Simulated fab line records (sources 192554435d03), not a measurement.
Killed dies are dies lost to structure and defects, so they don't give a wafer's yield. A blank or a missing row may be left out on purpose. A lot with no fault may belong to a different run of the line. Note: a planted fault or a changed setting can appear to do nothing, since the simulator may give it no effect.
fab line records	flow n5-finfet
[record] lots = 11	wafers = 33	last-day = 17
route steps=1938 shown BEOL_M8@1400 BEOL_M9@1402
lots untouched by any fault: they come from a run of this same line in which no faults occurred
start-h: hours from the record's opening day to when the first of the lot's shown wafers began	wait-h: hours from the lot's prior step to this one	" unchanged from the row above	L1.1+2: several wafers, shown together as one row	- no value, or no start was given	* or withheld: withheld	< > ~ a bound
route shown NAME@n: NAME is a module with steps in the file, n the number in the route of the first one	usual: mean/standard deviation of fault-free wafers	same: alike in all rows	chamber/n: place in a boat	sites: readings site by site	_std_site: their standard deviation	_edge_site: inner sites' mean taken away from outer sites' mean	radius-mm: how far each site lies from the wafer's centre	mask NAME#n: copy n	behind: tool/chamber where the wafer was last shaped	hold: reason for holding the lot/hours on hold/outcome of the hold	device: the transistor (n, p or np) that didn't switch	end of line: at the end of the route, the tests of the same wafers	a step with no rows: only its recipe	killed: the dies lost at the first sort to structure and to defects; this is not the yield of the wafer	map: a wafer's dies, marking killed ones x, the rest . and places with no die _
set.NAME: the setting that was run; set.NAME@STEP: the one run at that earlier step	model.NAME: the simulator's own value behind a step, which no gauge read
steps of the route over a sample of lots; a table a step, a row a wafer
services: a tool's chamber out of use, with start hour (start-h, from the record's first day; less than 0 if before it), hours out, and reason
[[steps]]
[step N5_BEOL_M8_INSPECT_58]
[recipe] inspect-instrument = darkfield	mode = post-dep
[usual] raw-defect-count = 64/17
lot.wafer	tool	chamber	start-h	wait-h	raw-defect-count
L134.1	defect-inspect-02	-	199.54	0.0	46
L134.2	"	-	"	"	42
L134.5	"	-	"	"	37
L136.1	defect-inspect-02	-	207.82	0.0	43
L136.2	"	-	"	"	40
L136.4	"	-	"	"	63
L135.1	defect-inspect-01	-	208.01	0.0	50
L135.2	"	-	"	"	39
L135.3	"	-	"	"	75
L142.1	defect-inspect-02	-	255.17	0.0	86
L142.2	"	-	"	"	75
L142.6	"	-	"	"	69
L144.1	defect-inspect-02	-	256.79	0.0	59
L144.2	"	-	"	"	59
L144.6	"	-	"	"	71
L145.1	defect-inspect-02	-	278.70	0.0	73
L145.5	"	-	"	"	75
L145.6	"	-	"	"	55
L147.1	defect-inspect-02	-	284.36	0.0	62
L147.5	"	-	"	"	70
L147.6	"	-	"	"	60
L149.1	defect-inspect-01	-	289.46	0.0	76
L149.3	"	-	"	"	117
L149.4	"	-	"	"	97
L146.1	defect-inspect-01	-	289.60	0.0	80
L146.2	"	-	"	"	91
L146.4	"	-	"	"	54
L150.3	defect-inspect-02	-	314.64	0.0	46
L150.5	"	-	"	"	62
L150.6	"	-	"	"	49
L157.1	defect-inspect-01	-	346.99	0.0	68
L157.2	"	-	"	"	91
L157.3	"	-	"	"	58
[step N5_BEOL_M9_CURE_71]
[recipe] temp-c = 385	time-s = 240	ambient = He/Ar	material = SiCOH_lowk
[usual] lamp-power-pct = 52.31/0.056	wafer_temp_C_max = 386.7/0.63
[same] time-s = 240
lot.wafer	tool	chamber	start-h	wait-h	lamp-power-pct	wafer_temp_C_max
L134.1	uv-cure-03	1	199.65	0.0	52.30	386.4
L134.2	"	1	"	"	52.21	386.5
L134.5	"	1	"	"	52.27	386.7
L136.1	uv-cure-03	2	208.07	0.2	52.33	386.1
L136.2	"	2	"	"	52.43	386.6
L136.4	"	2	"	"	52.21	388.2
L135.1	uv-cure-01	0	208.12	0.0	52.33	387.2
L135.2	"	0	"	"	52.27	387.0
L135.3	"	0	"	"	52.32	387.8
L142.1	uv-cure-03	2	255.29	0.0	52.35	387.3
L142.2	"	2	"	"	52.27	387.0
L142.6	"	2	"	"	52.19	386.6
L144.1	uv-cure-01	1	256.91	0.0	52.30	386.4
L144.2	"	1	"	"	52.34	386.3
L144.6	"	1	"	"	52.29	386.9
L145.1	uv-cure-02	2	278.83	0.1	52.39	388.0
L145.5	"	2	280.11	1.3	52.27	387.1
L145.6	"	2	"	"	52.32	387.5
L147.1	uv-cure-01	2	284.48	0.0	52.27	385.6
L147.5	"	2	"	"	52.27	385.9
L147.6	"	2	"	"	52.28	385.9
L149.1	uv-cure-02	1	289.58	0.0	52.29	386.7
L149.3	"	1	"	"	52.30	386.5
L149.4	"	1	"	"	52.38	386.7
L146.1	uv-cure-01	1	289.71	0.0	52.41	386.1
L146.2	"	1	"	"	52.39	386.1
L146.4	"	1	"	"	52.28	386.3
L150.3	uv-cure-03	1	315.08	0.4	52.32	387.0
L150.5	"	1	"	"	52.18	387.4
L150.6	"	1	"	"	52.32	387.1
L157.1	uv-cure-01	0	347.24	0.2	52.31	388.0
L157.2	"	0	"	"	52.32	387.3
L157.3	"	0	"	"	52.28	388.5
[step N5_BEOL_M9_EXPOSE_08]
[recipe] mask-id = M9	na = 1.35	source-shape = dipole	sigma-inner = 0.411	sigma-outer = 0.611	polarization = te	dose-mj = 53.75
[usual] exposure-dose-mJ-cm2 = 53.74/0.056
lot.wafer	tool	chamber	start-h	wait-h	mask	exposure-dose-mJ-cm2
L134.1	arfi-scanner-01	0	201.44	-	M9#0	53.72
L134.2	"	0	"	"	M9#0	53.78
L134.5	"	0	"	"	M9#0	53.73
L136.1	arfi-scanner-03	0	209.07	-	M9#0	53.67
L136.2	"	0	"	"	M9#0	53.71
L136.4	"	0	"	"	M9#0	53.69
L135.1	arfi-scanner-03	0	209.93	-	M9#0	53.80
L135.2	"	0	"	"	M9#0	53.75
L135.3	"	0	"	"	M9#0	53.75
L142.1	arfi-scanner-03	0	260.86	-	M9#0	54.58
L142.2	"	0	"	"	M9#0	54.60
L142.6	"	0	"	"	M9#0	54.49
L144.1	arfi-scanner-01	0	261.16	-	M9#0	53.64
L144.2	"	0	"	"	M9#0	53.73
L144.6	"	0	"	"	M9#0	53.78
L145.1	arfi-scanner-01	0	282.77	-	M9#0	53.74
L145.5	"	0	"	"	M9#0	53.72
L145.6	"	0	"	"	M9#0	53.72
L147.1	arfi-scanner-01	0	286.23	-	M9#0	53.71
L147.5	"	0	"	"	M9#0	53.83
L147.6	"	0	"	"	M9#0	53.78
L149.1	arfi-scanner-01	0	292.73	-	M9#0	53.74
L149.3	"	0	"	"	M9#0	53.68
L149.4	"	0	"	"	M9#0	53.69
L146.1	arfi-scanner-02	0	292.93	-	M9#0	53.79
L146.2	"	0	"	"	M9#0	53.83
L146.4	"	0	"	"	M9#0	53.77
L150.3	arfi-scanner-01	0	316.88	-	M9#0	53.80
L150.5	"	0	"	"	M9#0	53.82
L150.6	"	0	"	"	M9#0	53.77
L157.1	arfi-scanner-01	0	348.68	-	M9#0	53.71
L157.2	"	0	"	"	M9#0	53.82
L157.3	"	0	"	"	M9#0	53.77
[step N5_BEOL_M9_ETCH_62]
[recipe] chemistry = N2/H2	target = SOC	target-depth-a = 1100	overetch-a = 220	mask-material = SiARC	temp-c = 40	time-s = 165	ion-energy-ev = 200	pressure-mtorr = 30	source-w = 840	bias-w = 150	n2-flow-sccm = 200	h2-flow-sccm = 200
[usual] chamber-pressure-mTorr = 30.000/0.028	drypump-motor-current-A = 5.53/0.25	oes-product-au = 0.68/0.079	rf-fwd-power-W = 837.3/2.7	rf-vpp-V = 524.2/2.4	showerhead-plenum-p-Torr = 2.55/0.078	throttle-valve-pct = 17.76/0.24
[same] time-s = 165
lot.wafer	tool	chamber	start-h	wait-h	chamber-pressure-mTorr	drypump-motor-current-A	oes-product-au	rf-fwd-power-W	rf-hours-counter-h	rf-vpp-V	showerhead-plenum-p-Torr	throttle-valve-pct
L134.1	rie-diel-06	0	201.73	0.0	30.036	5.80	0.60	836.3	235	522.3	2.52	18.07
L134.2	"	3	"	"	29.958	5.89	0.72	836.8	74	527.4	2.68	17.36
L134.5	"	0	"	"	29.996	5.79	0.59	836.8	-	523.2	2.52	18.08
L136.1	rie-diel-01	1	209.37	0.0	29.992	5.47	0.82	835.5	9	527.2	2.60	17.33
L136.2	"	0	"	"	29.977	5.44	0.64	836.5	162	520.3	2.43	17.88
L136.4	"	3	"	"	29.957	5.16	0.71	837.2	63	526.1	2.57	17.85
L135.1	rie-diel-06	3	210.28	0.0	29.998	5.90	0.72	838.8	76	527.4	2.68	17.36
L135.2	"	0	"	"	30.002	5.76	0.59	836.9	237	521.6	2.51	18.08
L135.3	"	2	"	"	29.974	5.44	0.61	834.8	188	526.2	2.64	17.82
L142.1	rie-diel-01	3	261.16	0.0	30.019	5.16	0.70	833.2	80	524.1	2.56	17.89
L142.2	"	2	"	"	30.024	5.77	0.84	842.9	0	525.9	2.60	17.81
L142.6	"	1	"	"	30.012	5.49	0.78	840.7	-	525.6	2.60	17.33
L144.1	rie-diel-01	0	261.99	0.0	29.951	5.41	0.64	835.1	178	520.4	2.42	17.91
L144.2	"	1	"	"	29.978	5.48	0.79	840.3	26	525.7	2.60	17.35
L144.6	"	1	"	"	29.936	5.50	0.79	838.7	-	527.6	2.60	17.34
L145.1	rie-diel-01	2	283.38	0.0	30.010	5.75	0.80	840.7	7	525.1	2.59	17.81
L145.5	"	1	"	"	30.013	5.48	0.78	837.8	-	525.1	2.59	17.36
L145.6	"	2	"	"	29.996	5.76	0.81	836.7	-	526.7	2.59	17.81
L147.1	rie-diel-06	0	286.80	0.0	29.954	5.82	0.83	834.9	1	524.1	2.51	17.68
L147.5	"	3	"	"	30.019	5.91	0.70	840.7	-	528.1	2.67	17.41
L147.6	"	0	"	"	30.026	5.79	0.83	831.9	-	521.6	2.51	17.66
L149.1	rie-diel-06	3	293.03	0.0	30.043	5.89	0.69	838.3	101	528.9	2.67	17.40
L149.3	"	0	"	"	30.047	5.81	0.81	834.0	3	522.8	2.51	17.67
L149.4	"	3	"	"	29.994	5.92	0.69	837.9	-	527.5	2.67	17.39
L146.1	rie-diel-02	2	293.23	0.0	30.030	5.83	0.68	836.3	112	524.1	2.56	17.36
L146.2	"	0	"	"	30.018	5.12	0.78	839.0	16	525.1	2.60	17.63
L146.4	"	1	"	"	29.994	5.64	0.67	838.5	96	521.2	2.46	17.85
L150.3	rie-diel-01	2	317.48	0.0	29.973	5.72	0.77	835.5	16	526.2	2.59	17.82
L150.5	"	0	"	"	30.001	5.42	0.63	839.5	-	520.2	2.42	17.95
L150.6	"	2	"	"	30.030	5.72	0.78	836.0	-	526.1	2.59	17.83
L157.1	rie-diel-01	1	348.98	0.0	30.012	5.47	0.76	839.4	45	524.7	2.59	17.38
L157.2	"	0	"	"	30.005	5.42	0.62	835.8	204	520.5	2.41	17.96
L157.3	"	2	"	"	29.947	5.75	0.77	835.7	27	526.5	2.58	17.86
[[services]]
tool	chamber	start-h	hours	kind
arfi-scanner-02	-	179.12	6.2	repair
arfi-scanner-01	-	194.98	4.9	pm
uv-cure-02	-	196.14	0.3	repair
arfi-scanner-03	-	200.90	1.0	pm
arfi-scanner-02	-	203.75	4.9	pm
arfi-scanner-02	-	210.85	0.8	pm
uv-cure-02	-	212.08	2.1	pm
arfi-scanner-03	-	221.35	0.8	pm
arfi-scanner-03	-	222.46	1.3	pm
arfi-scanner-02	-	223.27	2.0	repair
arfi-scanner-02	-	225.35	0.6	repair
arfi-scanner-02	-	234.20	1.3	pm
rie-diel-01	2	235.33	5.0	repair
arfi-scanner-03	-	240.82	0.9	repair
arfi-scanner-01	-	250.32	1.0	pm
uv-cure-02	-	257.80	7.5	pm
arfi-scanner-01	-	287.58	1.3	pm
arfi-scanner-03	-	305.14	0.6	repair
arfi-scanner-03	-	309.75	0.4	repair
rie-diel-01	1	313.05	21.1	repair
rie-diel-06	3	342.18	7.7	repair
rie-diel-06	0	344.37	5.4	repair
arfi-scanner-01	-	345.73	0.6	repair
arfi-scanner-03	-	347.96	1.3	pm
[[key]]
[first-sign] step = N5_BEOL_M9_EXPOSE_08	reading = exposure-dose-mJ-cm2	direction = up	sigmas = 15	usual = 53.74	struck = 54.56
effect none on later readings
met-at N5_BEOL_M9_EXPOSE_08
struck-lots L142
[loop-trim] step = N5_BEOL_M9_EXPOSE_08	setting = dose	lots = L142
not-acting-at N5_BEOL_M8_INSPECT_58,N5_BEOL_M9_CURE_71,N5_BEOL_M9_ETCH_62
onset-between 209.93 260.86
[earlier-fault] kind = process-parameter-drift	tool = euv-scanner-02	chamber = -	onset-h = 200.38	steps = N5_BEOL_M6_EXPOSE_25	channel = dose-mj	offset = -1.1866	shape = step	acts-in = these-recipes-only	stated = 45
[fault] kind = process-parameter-drift	tool = arfi-scanner-03	chamber = -	onset-h = 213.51	steps = N5_BEOL_M9_EXPOSE_08	channel = dose-mj	offset = 1.2918	shape = step	acts-in = these-recipes-only	stated = 53.75
// loop-trim: a control loop set the setting to another value than it would have without faults
